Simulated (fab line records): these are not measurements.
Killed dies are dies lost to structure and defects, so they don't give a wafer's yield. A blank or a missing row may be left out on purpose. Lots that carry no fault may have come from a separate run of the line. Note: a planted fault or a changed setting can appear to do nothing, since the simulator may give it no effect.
Matching of chambers | flow n5-finfet | uv-cure-03 running N5_BEOL_M11_CURE_72: 3 sister chambers
The step cures SiCOH lowk, time 120 s. 3 wafers are shown with their chamber, then 12 later ones without.

== WAFERS WITH THEIR CHAMBER ==
wafer  | chamber | wafer_temp_C_max
L075.6 | 2       | 371.3
L088.6 | 1       | 371.2
L089.6 | 0       | 371.5

== WAFERS WITHOUT THEIR CHAMBER ==
wafer  | wafer_temp_C_max
L092.1 | 372.7
L092.2 | 371.6
L092.4 | 371.5
L093.1 | 372.0
L093.3 | 371.5
L093.4 | 372.0
L093.2 | 371.6
L093.5 | 371.6
L093.6 | 371.4
L095.2 | 371.4
L095.3 | 371.7
L095.5 | 371.5

== CHAMBER TAKEN BY EACH ==
wafer  | from the rows above          | in truth
L092.1 | can't be placed: 0 or 2 or 1 | 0
L092.2 | can't be placed: 0 or 2 or 1 | 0
L092.4 | can't be placed: 0 or 2 or 1 | 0
L093.1 | can't be placed: 0 or 2 or 1 | 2
L093.3 | can't be placed: 0 or 2 or 1 | 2
L093.4 | can't be placed: 0 or 2 or 1 | 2
L093.2 | can't be placed: 0 or 2 or 1 | 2
L093.5 | can't be placed: 0 or 2 or 1 | 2
L093.6 | can't be placed: 2 or 0 or 1 | 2
L095.2 | can't be placed: 2 or 0 or 1 | 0
L095.3 | can't be placed: 0 or 2 or 1 | 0
L095.5 | can't be placed: 0 or 2 or 1 | 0
Correctly placed: 0 of 12. Can't be placed from these rows: 12 (the true chamber is among the candidates in 12). Wrongly placed: 0.
How it was worked out, from the rows above alone: a wafer's distance from a chamber is the root of the sum, over the readings, of the square of ((its reading less the chamber's mean) divided by the reading's scatter). If the next closest chamber is less than 2 further off than the closest, the wafer can't be placed; otherwise it belongs to the closest. A chamber's mean is the mean of its shown wafers. The scatter: root of mean squared gap, hidden wafer to nearest shown wafer, with one shown wafer a chamber.
